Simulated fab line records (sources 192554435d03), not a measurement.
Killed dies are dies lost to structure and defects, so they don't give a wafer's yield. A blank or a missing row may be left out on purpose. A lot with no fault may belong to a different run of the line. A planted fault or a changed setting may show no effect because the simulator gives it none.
Code-filled problem report in 8D (eight disciplines) form :: flow n5_finfet :: the parts of the form that need people (team, actions taken, sign-off) are left out

## 1. WHAT IS WRONG
Mean of run_length_s at N5_SDB_COAT_04: 59.25 s across 6 wafers in 2 lots; on wafers with no fault it is 66.50 s (standard deviation 0.12). Relative to the usual mean, that is a shift of -60 standard deviations.
The step: time 60 s, resist thk 18 nm.
First observed at day 6 23:45: wafer L771.1, on litho_track-04. Wafers with a number at this step in the record: 36, from 12 lots. By rule, "out" or "out of limits" means more than 4 standard deviations away from the usual mean. The other wafers with a number count as sound.

## 2. WHAT THIS IS AND IS NOT
question: which readings at this step
is: run_length_s, heater_power_total_W
is not: -

question: which lots
is: L771, L772
is not: L761, L762, L763, L764, L767, L775, L776, L777, L778, L780

question: which wafers of those lots
is: all that have a number
is not: -

question: read on which tools
is: litho_track-04
is not: litho_track-03, litho_track-05

question: when
is: from day 6 23:45
is not: up to then (15 sound wafers); but 15 sound wafers of L775, L776, L777, L778, L780 came after

## 3. WHAT RULES OUT EACH SUSPECT
Counting: any tool at a process step up to the reading is kept as a suspect provided that every lot that is out went through it and no sound lot did after the first of them.
- litho_track-04 at N5_SDB_COAT_04 (time 60 s, resist thk 18 nm): kept. It processed each lot that is out, first L771 at day 6 23:45, and no sound lot thereafter; up to then, the last sound lot it processed was L764 at day 5 06:53. Its own heater_power_total_W, run_length_s readings are out on those wafers.
Remaining after the count: litho_track-04 at N5_SDB_COAT_04.

## 4. THE CAUSE (what the simulator had put in)
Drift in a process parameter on litho_track-04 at N5_SDB_COAT_04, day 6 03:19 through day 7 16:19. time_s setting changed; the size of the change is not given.
The count eliminated every tool but this one.

## 5. SEQUENCE OF EFFECTS, ordered by route
Each row: a reading where the mean over the struck wafers with a number is more than 3 standard deviations away from the usual. Readings are gone through only where the record gives a usual standard deviation; hours: the median, over the lots, of the time from a lot's start at the first step in this table giving one to that lot's start at this step; sigmas: the change measured in usual standard deviations.
hours: 0
step: N5_SDB_COAT_04
reading: heater_power_total_W
usual: 427.5 W
on struck wafers: 460.0
change: +32.5
sigmas: +14

hours: 0
step: N5_SDB_COAT_04
reading: run_length_s
usual: 66.50 s
on struck wafers: 59.25
change: -7.25
sigmas: -60
Process steps it contains:
- N5_SDB_COAT_04: time 60 s, resist thk 18 nm.
At these later measuring or inspecting steps, every struck wafer for which the step has a row has a number for every such reading, and none has moved that far: N5_SDB_OVL_MEAS_12.

## 6. WHAT WOULD HAVE CAUGHT IT SOONER
20 hours passed between the start of the fault at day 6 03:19 and the first reading out of limits in this record, taken at day 6 23:45.
